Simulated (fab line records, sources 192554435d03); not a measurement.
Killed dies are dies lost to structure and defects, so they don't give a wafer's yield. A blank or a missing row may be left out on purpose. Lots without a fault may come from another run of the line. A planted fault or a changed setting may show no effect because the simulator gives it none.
Split-lot experiment | flow n5_finfet | 7 lots, 21 wafers read, on a route of 1938 steps

THE SPLIT
At N5_BEOL_M14_DEP_53 (deposits SiCN from 3MS/NH3, target thk 50 nm, time 17.8 s), the setting time_s was moved away from the recipe's 17.8 s on 7 of the 21 wafers read, by -10.7% to +8.8%. The other wafers ran this setting at the recipe's value.

The reading is taken at the split's own step.

THE READING
SiCN_of_BEOL_M14_DEP_53.thk_nm (the simulator's own value, which no gauge read), in nm, at N5_BEOL_M14_DEP_53 (deposits SiCN from 3MS/NH3, target thk 50 nm, time 17.8 s). The file gives no usual value for it. The 14 wafers here that ran the recipe average 49.9 nm, standard deviation 0.64 nm.

wafer  | tool, chamber at the split | time_s as run, s | against the recipe | SiCN_of_BEOL_M14_DEP_53.thk_nm, nm | against lot-mates on the recipe
L078.1 | pecvd-03, 2                | 17.8             | recipe             | 50                                 | -
L078.3 | pecvd-03, 0                | 17.8             | recipe             | 49.6                               | -
L078.6 | pecvd-03, 1                | 17.8             | recipe             | 50.2                               | -
L079.1 | pecvd-03, 2                | 17.8             | recipe             | 50                                 | -
L079.3 | pecvd-03, 0                | 19.36            | +8.8%              | 54                                 | +4.0
L079.6 | pecvd-03, 1                | 19.36            | +8.8%              | 54.6                               | +4.6
L081.3 | pecvd-02, 1                | 16.63            | -6.6%              | 47.2                               | -3.3
L081.5 | pecvd-02, 2                | 17.8             | recipe             | 50.2                               | -
L081.6 | pecvd-02, 1                | 17.8             | recipe             | 50.8                               | -
L088.1 | pecvd-01, 2,0              | 17.8             | recipe             | 50.4                               | -
L088.3 | pecvd-01, 2,0              | 17.8             | recipe             | 50.4                               | -
L088.4 | pecvd-01, 0                | 17.8             | recipe             | 50.6                               | -
L090.2 | pecvd-02, 1                | 17.8             | recipe             | 49.4                               | -
L090.4 | pecvd-02, 1                | 15.9             | -10.7%             | 44.8                               | -4.6
L090.5 | pecvd-02, 2                | 15.9             | -10.7%             | 44.6                               | -4.8
L092.1 | pecvd-03, 2,0              | 17.8             | recipe             | 48.6                               | -
L092.3 | pecvd-03, 2,0              | 17.8             | recipe             | 48.6                               | -
L092.5 | pecvd-03, 0                | 17.8             | recipe             | 49.6                               | -
L095.1 | pecvd-02, 0                | 17.8             | recipe             | 49.8                               | -
L095.3 | pecvd-02, 1                | 18.84            | +5.8%              | 52.4                               | +2.6
L095.6 | pecvd-02, 0                | 18.84            | +5.8%              | 52.6                               | +2.8
Where a row lists several chambers, the file gives one row for several wafers and doesn't say which wafer went through which chamber.

THE FIT
A straight line over all 21 wafers: SiCN_of_BEOL_M14_DEP_53.thk_nm changes by +0.479 nm for each +1% of time_s; r = +0.97; the points scatter about the line by 0.58 nm.
The same after taking each lot's own level away (the mean of its wafers on the recipe; 21 wafers): +0.464 nm for each +1%; r = +0.99; scatter 0.29 nm.
On that fit, the largest move of time_s shifts the reading by 5 nm.
The lots' own levels span 48.93 to 50.50 nm, that is 2.4 times the standard deviation above.
So the lot-to-lot level changes the slope little: the two slopes agree.
Check: with one of the wafers moved furthest among these (-10.7%) left out of the fit, the line predicts -5.05 nm for it against its lot-mates. It came out at -4.6 nm against them.

OTHER SPLITS ON THESE WAFERS
These wafers also went through other splits before the reading. Each is held against what the fit with the lots' levels taken away leaves over:
other split on the same wafers | wafers away from the commonest value | r with SiCN_of_BEOL_M14_DEP_53.thk_nm (lot level and that fit taken away)
N5_BEOL_M11_EXPOSE_08 dose_mj  | 5                                    | +0.49
N5_BEOL_M13_COAT_65 spin_rpm   | 7                                    | +0.01
N5_BEOL_M14_COAT_66 spin_rpm   | 11                                   | -0.30
N5_BEOL_M14_DESCUM_33 time_s   | 9                                    | -0.26

THE FILE'S OWN FIT
SiCN_of_BEOL_M14_DEP_53.thk_nm changes by +0.467 nm for each +1% of time_s, r = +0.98.
